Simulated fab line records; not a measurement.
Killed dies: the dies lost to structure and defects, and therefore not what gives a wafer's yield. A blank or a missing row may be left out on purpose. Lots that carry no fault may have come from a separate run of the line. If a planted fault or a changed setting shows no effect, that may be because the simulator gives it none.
What tool caused it? | flow nand harc | 24 lots, 72 wafers sampled, at 5 steps of a route of 1159

== WHAT THE GAUGES READ, wafer by wafer ==
NHARC_A_SLIT_CD_MEAS_09: the cd target is 300 nm. Usual: 299.8 nm for cd nm, sd 0.53.
lot  | measured     | on        | cd nm (nm)        | flag
L075 | day 14 14:59 | cd sem-02 | 299.5 300.3 299.5 |
L074 | day 14 15:08 | cd sem-01 | 299.5 300.4 299.4 |
L079 | day 14 22:54 | cd sem-01 | 298.8 298.3 299.0 |
L076 | day 14 23:04 | cd sem-03 | 298.8 299.1 299.9 |
L077 | day 14 23:14 | cd sem-03 | 300.2 299.9 300.8 |
L078 | day 15 04:40 | cd sem-01 | 299.2 299.2 299.6 |
L081 | day 15 21:34 | cd sem-01 | 300.4 300.5 299.5 |
L080 | day 16 08:38 | cd sem-02 | 299.7 300.0 300.5 |
L083 | day 16 08:48 | cd sem-03 | 300.4 300.1 300.9 |
L082 | day 16 20:30 | cd sem-02 | 300.1 299.7 300.5 |
L084 | day 16 20:44 | cd sem-01 | 299.9 300.3 300.1 |
L086 | day 17 14:16 | cd sem-03 | 299.9 299.4 299.4 |
L087 | day 17 15:29 | cd sem-01 | 299.2 299.9 299.7 |
L085 | day 17 15:56 | cd sem-01 | 299.7 299.8 300.4 |
L089 | day 17 16:36 | cd sem-01 | 300.0 299.0 299.1 |
L088 | day 18 04:05 | cd sem-03 | 299.8 300.1 300.1 |
L093 | day 18 16:47 | cd sem-03 | 299.7 300.1 299.5 |
L090 | day 18 16:49 | cd sem-02 | 300.2 300.0 299.4 |
L091 | day 18 16:52 | cd sem-01 | 299.7 299.8 299.8 |
L094 | day 19 03:19 | cd sem-03 | 300.0 299.7 299.6 |
L092 | day 19 08:23 | cd sem-01 | 300.1 299.2 299.7 |
L096 | day 19 08:33 | cd sem-01 | 299.3 299.7 300.4 |
L095 | day 19 09:49 | cd sem-02 | 300.3 300.1 300.0 |
L097 | day 20 05:14 | cd sem-02 | 299.9 299.7 300.0 |

NHARC_A_CONTACT_CD_MEAS_53. Usual: 189.8 nm for cd nm, sd 0.87.
lot  | measured     | on        | cd nm (nm)        | flag
L075 | day 16 18:20 | cd sem-02 | 189.8 188.7 190.1 |
L074 | day 16 12:30 | cd sem-01 | 190.1 190.2 191.3 |
L079 | day 16 22:26 | cd sem-01 | 188.2 187.2 187.5 |
L076 | day 17 02:49 | cd sem-02 | 189.6 188.5 188.9 |
L077 | day 16 20:30 | cd sem-03 | 189.3 189.6 189.7 |
L078 | day 17 04:12 | cd sem-03 | 188.7 188.3 187.8 |
L081 | day 17 22:17 | cd sem-01 | 190.5 190.0 190.4 |
L080 | day 18 06:01 | cd sem-03 | 190.5 190.4 189.6 |
L083 | day 18 07:50 | cd sem-02 | 190.3 189.9 189.9 |
L082 | day 18 23:03 | cd sem-02 | 191.0 190.5 190.5 |
L084 | day 19 01:21 | cd sem-01 | 191.0 190.6 190.0 |
L086 | day 19 14:27 | cd sem-02 | 190.5 189.8 190.1 |
L087 | day 19 15:25 | cd sem-02 | 189.5 189.3 188.9 |
L085 | day 19 19:52 | cd sem-02 | 189.7 189.6 189.9 |
L089 | day 20 02:18 | cd sem-03 | 190.1 191.3 190.1 |
L088 | day 20 04:38 | cd sem-01 | 189.8 189.7 190.2 |
L093 | day 21 00:04 | cd sem-02 | 189.6 189.7 189.5 |
L090 | day 20 20:16 | cd sem-02 | 190.3 190.9 190.1 |
L091 | day 20 17:58 | cd sem-03 | 190.6 190.3 191.1 |
L094 | day 21 02:26 | cd sem-03 | 188.6 188.4 189.0 |
L092 | day 21 19:47 | cd sem-01 | 190.8 189.7 190.6 |
L096 | day 21 20:38 | cd sem-03 | 189.5 188.8 189.1 |
L095 | day 21 23:19 | cd sem-01 | 190.5 189.5 189.7 |
L097 | day 22 10:37 | cd sem-03 | 189.6 190.4 190.2 |

== EACH LOT AND THE TOOL THAT RAN IT (in order: tool; ch and the chambers of the sampled wafers; start) ==
lot  | NHARC_A_WL_FILL_ALD_02              | NHARC_A_CONTACT_ETCH_51                       | NHARC_A_CONTACT_ETCH_112
L075 | ald metal-04 ch 1,2,3, day 15 02:56 | rie diel-03 ch 0,1,3, day 16 16:24 or earlier | har cap etch-03 ch 0,1, day 16 16:24
L074 | ald metal-01 ch 0,2,3, day 15 03:05 | rie diel-03 ch 0,1,3, day 16 10:41 or earlier | har cap etch-02 ch 0,1, day 16 10:41
L079 | ald metal-04 ch 0,1,3, day 15 11:40 | rie diel-03 ch 0,1,2, day 16 20:35 or earlier | har cap etch-02 ch 0,1, day 16 20:35
L076 | ald metal-02 ch 0,1,2, day 15 11:59 | rie diel-05 ch 0,1, day 17 00:53 or earlier   | har cap etch-03 ch 0,1, day 17 00:53
L077 | ald metal-01 ch 0,1,2, day 15 11:29 | rie diel-03 ch 0,1, day 16 18:40 or earlier   | har cap etch-02 ch 0,1, day 16 18:40
L078 | ald metal-02 ch 0,1, day 15 16:26   | rie diel-03 ch 1,3, day 17 02:23 or earlier   | har cap etch-01 ch 0,1, day 17 02:23
L081 | ald metal-04 ch 0,1,2, day 16 09:55 | rie diel-03 ch 0,2,3, day 17 20:29 or earlier | har cap etch-03 ch 0,1, day 17 20:29
L080 | ald metal-02 ch 0,2,3, day 16 20:46 | rie diel-03 ch 0,1,3, day 18 04:13 or earlier | har cap etch-02 ch 0,1, day 18 04:13
L083 | ald metal-04 ch 0,2,3, day 16 20:35 | rie diel-05 ch 0,1,2, day 18 05:36 or earlier | har cap etch-03 ch 0,1, day 18 05:36
L082 | ald metal-01 ch 2,3, day 17 08:49   | rie diel-05 ch 0,1, day 18 21:15 or earlier   | har cap etch-03 ch 0,1, day 18 21:15
L084 | ald metal-04 ch 0,1,2, day 17 08:59 | rie diel-03 ch 0,1,2, day 18 23:32 or earlier | har cap etch-01 ch 0,1, day 18 23:32
L086 | ald metal-02 ch 0,3, day 18 06:02   | rie diel-13 ch 1,3, day 19 12:40 or earlier   | har cap etch-02 ch 0,1, day 19 12:40
L087 | ald metal-01 ch 0,2,3, day 18 06:28 | rie diel-03 ch 1,2, day 19 13:35 or earlier   | har cap etch-03 ch 0,1, day 19 13:35
L085 | ald metal-02 ch 1,2,3, day 18 06:29 | rie diel-13 ch 0,1, day 19 18:02 or earlier   | har cap etch-02 ch 0,1, day 19 18:02
L089 | ald metal-02 ch 1,2,3, day 18 10:38 | rie diel-05 ch 0,3, day 20 00:26 or earlier   | har cap etch-02 ch 0,1, day 20 00:26
L088 | ald metal-04 ch 0,1,2, day 18 19:07 | rie diel-03 ch 0,1,2, day 20 02:49 or earlier | har cap etch-02 ch 0,1, day 20 02:49
L093 | ald metal-02 ch 1,3, day 19 05:01   | rie diel-13 ch 0,1,2, day 20 22:16 or earlier | har cap etch-03 ch 0, day 20 22:16
L090 | ald metal-01 ch 0,1,3, day 19 04:57 | rie diel-13 ch 2,3, day 20 18:28 or earlier   | har cap etch-02 ch 0,1, day 20 18:28
L091 | ald metal-04 ch 0,2,3, day 19 04:40 | rie diel-05 ch 0,1,2, day 20 16:09 or earlier | har cap etch-03 ch 0,1, day 20 16:09
L094 | ald metal-04 ch 0,2,3, day 19 15:19 | rie diel-03 ch 0,2,3, day 21 00:37 or earlier | har cap etch-02 ch 0,1, day 21 00:37
L092 | ald metal-02 ch 0,1,3, day 20 01:57 | rie diel-03 ch 0,3, day 21 17:58 or earlier   | har cap etch-03 ch 0,1, day 21 17:58
L096 | ald metal-01 ch 1,2,3, day 20 02:02 | rie diel-05 ch 0,3, day 21 18:50 or earlier   | har cap etch-01 ch 0,1, day 21 18:50
L095 | ald metal-04 ch 0,1,3, day 20 02:03 | rie diel-05 ch 1,2,3, day 21 21:30 or earlier | har cap etch-03 ch 0,1, day 21 21:30
L097 | ald metal-02 ch 2,3, day 20 17:07   | rie diel-05 ch 1,2,3, day 22 08:48 or earlier | har cap etch-03 ch 0,1, day 22 08:48
- NHARC_A_WL_FILL_ALD_02: deposits TiN, target thk 2 nm, pulse time 3 s, ald cycles 100.
- NHARC_A_CONTACT_ETCH_51: etches the open film in O2/COS, target depth 3600 nm, time 936 s.
- NHARC_A_CONTACT_ETCH_112: etches the open film in C4F8/O2/Ar, time 94 s, target depth 922 nm.

== WHAT THE TOOLS THEMSELVES READ (means of the sampled wafers that have a number; where no wafer has one, the mark that the record gives instead) ==
NHARC_A_WL_FILL_ALD_02. Usual: heater power w 1121 W, standard deviation 130; precursor pulse height rel 1.004, standard deviation 0.02.
lot  | tool         | heater power w (W) | precursor pulse height rel | flag
L075 | ald metal-04 | 1167               | 1.010                      |
L074 | ald metal-01 | 1076               | 1.007                      |
L079 | ald metal-04 | 1028               | 1.005                      |
L076 | ald metal-02 | 1190               | 0.997                      |
L077 | ald metal-01 | 1125               | 0.993                      |
L078 | ald metal-02 | 1159               | 1.002                      |
L081 | ald metal-04 | 1201               | 1.005                      |
L080 | ald metal-02 | 1088               | 1.019                      |
L083 | ald metal-04 | 1154               | 1.000                      |
L082 | ald metal-01 | 1045               | 1.020                      |
L084 | ald metal-04 | 1201               | 1.010                      |
L086 | ald metal-02 | 1057               | 0.993                      |
L087 | ald metal-01 | 1071               | 1.002                      |
L085 | ald metal-02 | 1131               | 1.023                      |
L089 | ald metal-02 | 1130               | 1.016                      |
L088 | ald metal-04 | 1175               | 0.997                      |
L093 | ald metal-02 | 1073               | 0.993                      |
L090 | ald metal-01 | 1095               | 1.008                      |
L091 | ald metal-04 | 1142               | 1.002                      |
L094 | ald metal-04 | 1139               | 1.006                      |
L092 | ald metal-02 | 1118               | 1.009                      |
L096 | ald metal-01 | 1097               | 0.998                      |
L095 | ald metal-04 | 1018               | 0.986                      |
L097 | ald metal-02 | 1062               | 0.998                      |

NHARC_A_CONTACT_ETCH_51. Usual: drypump motor current A 5.7 A, standard deviation 0.37; oes product au 0.996 a.u., standard deviation 0.011; rf vpp V 314.3 V, standard deviation 2.5; showerhead plenum p Torr 3.12 Torr, standard deviation 0.15; throttle valve pct 28.330 %, standard deviation 0.0096.
lot  | tool        | drypump motor current A (A) | oes product au (a.u.) | rf vpp V (V) | showerhead plenum p Torr (Torr) | throttle valve pct (%) | flag
L075 | rie diel-03 | 5.7                         | 0.998                 | 312.2        | 2.98                            | 28.332                 |
L074 | rie diel-03 | 5.7                         | 0.997                 | 312.1        | 2.98                            | 28.329                 |
L079 | rie diel-03 | 5.9                         | 0.993                 | 314.6        | 3.11                            | 28.335                 |
L076 | rie diel-05 | 6.1                         | 0.990                 | 312.5        | 3.07                            | 28.339                 |
L077 | rie diel-03 | 6.1                         | 0.994                 | 312.6        | 2.99                            | 28.324                 |
L078 | rie diel-03 | 5.7                         | 1.003                 | 312.0        | 2.90                            | 28.318                 |
L081 | rie diel-03 | 5.5                         | 0.991                 | 316.5        | 3.26                            | 28.322                 |
L080 | rie diel-03 | 5.7                         | 0.991                 | 313.9        | 3.14                            | 28.332                 |
L083 | rie diel-05 | 5.9                         | 0.993                 | 314.0        | 3.08                            | 28.323                 |
L082 | rie diel-05 | 5.8                         | 1.003                 | 312.6        | 3.01                            | 28.324                 |
L084 | rie diel-03 | 5.9                         | 0.993                 | 313.8        | 3.11                            | 28.318                 |
L086 | rie diel-13 | 6.0                         | 1.001                 | 309.9        | 2.88                            | 28.341                 |
L087 | rie diel-03 | 5.9                         | 0.984                 | 314.7        | 3.17                            | 28.325                 |
L085 | rie diel-13 | 5.7                         | 0.982                 | 312.3        | 3.02                            | 28.322                 |
L089 | rie diel-05 | 5.6                         | 1.012                 | 314.9        | 3.14                            | 28.330                 |
L088 | rie diel-03 | 5.9                         | 0.988                 | 314.6        | 3.11                            | 28.319                 |
L093 | rie diel-13 | 5.6                         | 0.998                 | 315.9        | 3.22                            | 28.323                 |
L090 | rie diel-13 | 5.8                         | 1.000                 | 317.6        | 3.31                            | 28.332                 |
L091 | rie diel-05 | 5.8                         | 0.999                 | 313.4        | 3.07                            | 28.322                 |
L094 | rie diel-03 | 5.5                         | 0.991                 | 317.0        | 3.26                            | 28.335                 |
L092 | rie diel-03 | 5.4                         | 0.990                 | 316.8        | 3.28                            | 28.329                 |
L096 | rie diel-05 | 5.6                         | 1.009                 | 314.6        | 3.14                            | 28.336                 |
L095 | rie diel-05 | 5.5                         | 1.004                 | 313.9        | 3.09                            | 28.338                 |
L097 | rie diel-05 | 5.6                         | 1.002                 | 314.2        | 3.08                            | 28.331                 |

== THE ANSWER, worked out from the rows above alone ==
Rule: take the mean of a lot's wafers that have a number; if it is more than 3 standard deviations from the usual mean, the lot is off. A lot without any number at a reading at which 4 lots or more have one is off too. All remaining lots with rows at the step are treated as sound. First the gauges in route order, then the tools' own readings, where a lot's mean is used as printed above. The first step at which some lot is off is used, and at that step the reading that is off furthest; a lot without a number counts as furthest.
Nothing can be told from this: no lot is off at any reading shown.

== WHAT WAS PUT IN BY THE SIMULATOR ==
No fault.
